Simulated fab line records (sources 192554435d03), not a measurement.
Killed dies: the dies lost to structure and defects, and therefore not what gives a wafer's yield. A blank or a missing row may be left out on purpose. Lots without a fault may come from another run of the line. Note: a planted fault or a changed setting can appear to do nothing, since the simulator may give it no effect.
Problem report in the 8D (eight disciplines) form, filled by code    flow n5Finfet    the parts of the form that need people (team, actions taken, sign-off) are left out

1. PROBLEM STATEMENT
Mean of doseIonsCm2 at N5_MOL_CONTACT_COAG_IMPLANT_129: 3e+14 across 6 wafers in 2 lots; on wafers with no fault it is 6e+14 (standard deviation 5.9e+11). That is -99 or more standard deviations from the usual mean.
First observed at day 7 04:25: wafer L774.1, on implanter-02. The record has a number at this step for 30 wafers belonging to 10 lots. Rule for "out" (also "out of limits"): further than 4 standard deviations from the usual mean. All remaining wafers that have a number are taken as sound.

2. WHAT IT IS; WHAT IT IS NOT
question                     is                      is not
which readings at this step  doseIonsCm2, beamOnS    rotationDeg
which lots                   L774, L776              L765, L767, L768, L778, L780, L781, L783, L785
which wafers of those lots   all that have a number  -
read on which tools          implanter-02            implanter-01
when                         from day 7 04:25        up to then (9 sound wafers); but 15 sound wafers of L778, L780, L781, L783, L785 came after

3. WHAT RULES OUT EACH SUSPECT
Counting: a tool at a process step up to the reading stays a suspect if it ran every lot that is out and no sound lot after the first of them.
- implanter-02 at N5_MOL_CONTACT_COAG_IMPLANT_129: kept. It ran every lot that is out, first L774 (day 7 04:25), and no sound lot after that; its last sound lot up to then is L768 (day 5 18:20). Out on those wafers are its own readings of beamOnS, doseIonsCm2.
The count leaves implanter-02 at N5_MOL_CONTACT_COAG_IMPLANT_129.

4. THE CAUSE (what the simulator had put in)
Drift in process parameters on implanter-02 at N5_MOL_CONTACT_COAG_IMPLANT_129, starting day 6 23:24. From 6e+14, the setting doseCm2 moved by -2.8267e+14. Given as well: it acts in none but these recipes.
After counting, this tool was the only one left.

5. THE CHAIN OF EFFECTS, in route order
Each row: a reading where the mean over the struck wafers with a number is more than 3 standard deviations away from the usual. Only readings whose record carries a usual standard deviation are examined. hours: median over the lots of the time between each lot's start at the first step of this table that gives one and its start at this step. sigmas: the change, counted in usual standard deviations.
hours  step                             reading      usual   on struck wafers  change  sigmas
0      N5_MOL_CONTACT_COAG_IMPLANT_129  beamOnS      38.4 s  20.4              -17.9   -21
0      N5_MOL_CONTACT_COAG_IMPLANT_129  doseIonsCm2  6e+14   3e+14             -3e+14  -99 or more
Process steps it contains:
- N5_MOL_CONTACT_COAG_IMPLANT_129
Later measuring or inspecting steps at which every struck wafer that the step has a row for has a number for every such reading, and none has moved that far: N5_BEOL_M4_RC_MEAS_101.

6. WHAT WOULD HAVE CAUGHT IT SOONER
In this record the first reading out of limits was taken at day 7 04:25, 5 hours after the fault began at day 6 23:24.
